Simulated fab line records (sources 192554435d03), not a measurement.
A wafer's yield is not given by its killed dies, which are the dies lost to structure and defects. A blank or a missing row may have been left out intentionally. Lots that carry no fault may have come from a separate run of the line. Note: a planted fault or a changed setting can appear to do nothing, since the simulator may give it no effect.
Chamber matching -- flow n5 finfet -- N5_BEOL_M9_ETCH_66 on rie diel-03: 4 sister chambers
The step etches SOC in N2/H2, target depth 80 nm, overetch 16 nm, time 120 s. 14 wafers are shown with their chamber, then 7 later ones without.

== WAFERS, EACH WITH ITS CHAMBER ==
wafer,chamber,showerhead plenum p Torr (Torr),drypump motor current A (A),oes product au (a.u.)
L939.1,3,2.51,5.4,0.54
L939.2,2,2.60,4.9,0.70
L939.4,0,2.56,5.5,0.61
L938.1,3,2.51,5.3,0.54
L938.2,1,2.55,5.4,0.61
L938.4,0,2.56,5.6,0.60
L945.2,0,2.56,5.5,0.60
L945.5,3,2.51,5.4,0.52
L945.6,0,2.56,5.5,0.59
L950.3,3,2.50,5.3,0.52
L950.5,2,2.59,4.8,0.67
L950.6,1,2.54,5.4,0.60
L955.1,3,2.50,5.4,0.52
L955.2,2,2.59,4.8,0.66

SIGNATURES, as means of the wafers listed above
reading,chamber 0,chamber 1,chamber 2,chamber 3,scatter within a chamber
showerhead plenum p Torr,2.5600,2.5450,2.5933,2.5060,0.00486
drypump motor current A,5.525,5.400,4.833,5.360,0.0512
oes product au,0.6000,0.6050,0.6767,0.5280,0.0126
Rule: distance of a wafer from a chamber = root of the sum over the readings of ((wafer's reading minus chamber's mean) / reading's scatter) squared. If the next closest chamber is less than 2 further off than the closest, the wafer can't be placed; otherwise it belongs to the closest. The scatter is the square root of a quotient: the sum, over the shown wafers, of each reading's squared deviation from its chamber's mean, divided by wafers minus chambers.

== WAFERS WITH NO CHAMBER GIVEN ==
wafer,showerhead plenum p Torr (Torr),drypump motor current A (A),oes product au (a.u.)
L955.3,2.53,5.4,0.59
L956.1,2.50,5.3,0.52
L956.2,2.55,5.5,0.58
L956.4,2.53,5.5,0.58
L958.1,2.58,4.8,0.65
L958.4,2.55,5.5,0.58
L958.6,2.58,4.9,0.65

== EACH ONE'S CHAMBER ==
wafer,from the rows above,in truth
L955.3,1,1
L956.1,3,3
L956.2,can't be placed: 0 or 1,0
L956.4,1,1
L958.1,2,2
L958.4,can't be placed: 0 or 1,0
L958.6,2,2
5 of 7 placed correctly. From these rows, 2 cannot be placed; in 2 the true chamber is one of the candidates. Placed wrongly: 0.
